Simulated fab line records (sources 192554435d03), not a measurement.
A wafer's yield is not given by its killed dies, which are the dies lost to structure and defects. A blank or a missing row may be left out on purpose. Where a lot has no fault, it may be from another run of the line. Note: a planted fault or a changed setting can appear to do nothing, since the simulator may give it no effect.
A lot that was struck, set against a sound lot :: flow n5 finfet :: 43 steps out of a route of 1938
Sound: these wafers, L901.1, L901.2, L901.3. Struck: wafer L909.6 (left out: L909.4, L909.5 of the same lot, which were not struck); the cause appears at the end.
For every step that has rows: the tool of each side, followed by ch and its chambers, followed by its first start. Under that, the readings that differ: sound wafers :: struck wafers :: difference of the means :: sigmas: that difference in standard deviations of wafers without a fault.
alike: same words and numbers on both sides, and readings whose means sit less than 2 such deviations apart. not compared: any withheld reading, any reading some wafer has no value for, any bound like >300 that may hide the same value, and any number with overlapping values for which the record gives no deviation.
The two part at a step that has a row with sigmas, a row that says differs or no value, or rows on one side only. When numbers do not overlap yet have no deviation, they are printed without sigmas and do not part them. A reading that every wafer of one side lacks parts them only if that side has two wafers or more.

first, 9 steps without rows for these wafers: N5_BEOL_M2_ETCH_70 (etches SOC in N2/H2, target depth 80 nm, overetch 24 nm, time 130 s); N5_BEOL_M2_STRIP_71 (strips in N2/H2); N5_BEOL_M2_STRIP_78 (strips in N2/H2); N5_BEOL_M2_VIA_ETCH_34 (etches the open film in C4F6/O2, target depth 69.4 nm, time 65.9 s); N5_BEOL_M2_STRIP_83 (strips in C4F6/O2); N5_BEOL_M2_STRIP_36 (strips in N2/H2); N5_BEOL_M2_TRENCH_ETCH_37 (etches SiOC in C4F6/O2, target depth 55.555 nm, time 29.2 s); N5_BEOL_M2_ETCH_41 (etches SiCN in CH3F/O2, target depth 29.9 nm, time 52.5 s); N5_BEOL_M2_STRIP_97 (strips in N2/H2, time 10 s).
N5_BEOL_M2_OCD_MEAS_38:
  struck on ocd-01, day 9 02:11; sound on ocd-01, day 6 18:29
  alike: trench depth nm
then, 2 steps without rows for these wafers: N5_BEOL_M2_HM_STRIP_39 (strips TiN in peroxide tin strip, target depth 25 nm, time 158 s); N5_BEOL_M2_SRD_40 (time 30 s).
N5_BEOL_M2_PRECLEAN_42: cleans in residue remover, time 60 s.
  sound on wet bench-06 ch 0,4,7, day 6 18:34; struck on wet bench-05 ch 3,4,7, day 9 02:16
then, 1 step without rows for these wafers: N5_BEOL_M2_SRD_43 (time 30 s).
N5_BEOL_M2_CD_MEAS_35: target cd 18 nm, target cd y 22.2 nm.
  struck on cd sem-01, day 9 02:20; sound on cd sem-03, day 6 18:38
  alike: cd nm
then, 3 steps without rows for these wafers: N5_BEOL_M2_DEGAS_44 (time 60 s); N5_BEOL_M2_PRE_CLEAN_45 (time 30 s); N5_BEOL_M2_ALD_84 (deposits TaN, pulse time 2 s, purge time 3 s, co reactant purge time 2 s).
N5_BEOL_M2_SURFACE_TREAT_85:
  struck on pvd sputter-02, day 9 03:11; sound on pvd sputter-03, day 6 19:02
  alike: ar flow sccm
  not compared: pressure mtorr, throttle valve pct
then, 1 step without rows for these wafers: N5_BEOL_M2_CVD_47 (deposits Co from CCTBA/H2, target thk 3 nm, time 223.8 s).
N5_BEOL_M2_SPUTTER_48: material Cu, target thk 4.5 nm, time 8.29 s.
  struck on pvd sputter-02, day 9 03:26; sound on pvd sputter-02, day 6 20:44
  alike: throttle valve pct
then, 1 step without rows for these wafers: N5_BEOL_M2_ANNEAL_49 (time 240 s).
N5_BEOL_M2_SPUTTER_79: material Cu, target thk 4.5 nm, time 8.29 s.
  struck on pvd sputter-02, day 9 03:39; sound on pvd sputter-02, day 6 20:57
  alike: throttle valve pct
then, 1 step without rows for these wafers: N5_BEOL_M2_ANNEAL_80 (time 240 s).
N5_BEOL_M2_SPUTTER_81: material Cu, target thk 4.5 nm, time 8.29 s.
  struck on pvd sputter-02, day 9 03:52; sound on pvd sputter-02, day 6 21:10
  alike: throttle valve pct
then, 3 steps without rows for these wafers: N5_BEOL_M2_ANNEAL_82 (time 240 s); N5_BEOL_M2_SPUTTER_86 (material Cu, target thk 4.5 nm, time 8.29 s); N5_BEOL_M2_ANNEAL_87 (time 240 s).
N5_BEOL_M2_SPUTTER_88: material Cu, target thk 4.5 nm, time 8.29 s.
  struck on pvd sputter-02, day 9 04:19; sound on pvd sputter-02, day 6 21:37
  alike: throttle valve pct
then, 11 steps without rows for these wafers: N5_BEOL_M2_ANNEAL_89 (time 240 s); N5_BEOL_M2_SPUTTER_90 (material Cu, target thk 4.5 nm, time 8.29 s); N5_BEOL_M2_ANNEAL_91 (time 240 s); N5_BEOL_M2_SPUTTER_92 (material Cu, target thk 4.5 nm, time 8.29 s); N5_BEOL_M2_ANNEAL_93 (time 240 s); N5_BEOL_M2_SPUTTER_94 (material Cu, target thk 4.5 nm, time 8.29 s); N5_BEOL_M2_ANNEAL_95 (time 240 s); N5_BEOL_M2_SPUTTER_96 (material Cu, target thk 4.5 nm, time 8.29 s); N5_BEOL_M2_ECD_50 (material Cu, target thk 300 nm); N5_BEOL_M2_ANNEAL_51 (time 90 s); N5_BEOL_M2_CMP_52 (polishes, stops on SiOC, t overpolish 6.8 s, target thk 40 nm).
N5_BEOL_M2_THK_MEAS_53: measures by xrf.
  struck on film metro-02, day 9 05:59; sound on film metro-01, day 6 23:17
  alike: M2_THK
then, 1 step without rows for these wafers: N5_BEOL_M2_PRE_CLEAN_60 (time 15 s).
-- a jump in the record: the struck wafers' starts before and after are 6 days apart (it breaks off in module BEOL_M2 and resumes in module PASSIVATION, where the first step shown is number 1936 of the route) --
N5_PASSIVATION_PROBE_49:
  struck on prober-01, day 14 18:15; sound on prober-02, day 12 01:20
reading: defect limited yield (%)
sound: 89.8 91.3 91.0
struck: 81.0
difference: -9.7
sigmas: -6

reading: killed_at_M0_to_M3
sound: 28 31 19
struck: 174
difference: +148
sigmas: +13

reading: killed dies
sound: 120 103 106
struck: 224
difference: +114
sigmas: +6

reading: sort_bin_5_function (%)
sound: 6.5 5.1 4.8
struck: 10.1
difference: +4.6
sigmas: +4

reading: sort n pass
sound: 1060 1077 1074
struck: 956
difference: -114
sigmas: -6

reading: sort yield pct (%)
sound: 89.8 91.3 91.0
struck: 81.0
difference: -9.7
sigmas: -6
  alike: killed_at_M4_up, killed at contacts, killed at front end, killed at other, killed open, killed short, sort_bin_6_memory

## WHERE THEY PART
Within this record, at N5_PASSIVATION_PROBE_49 only.

WHY: the cause the simulator had injected
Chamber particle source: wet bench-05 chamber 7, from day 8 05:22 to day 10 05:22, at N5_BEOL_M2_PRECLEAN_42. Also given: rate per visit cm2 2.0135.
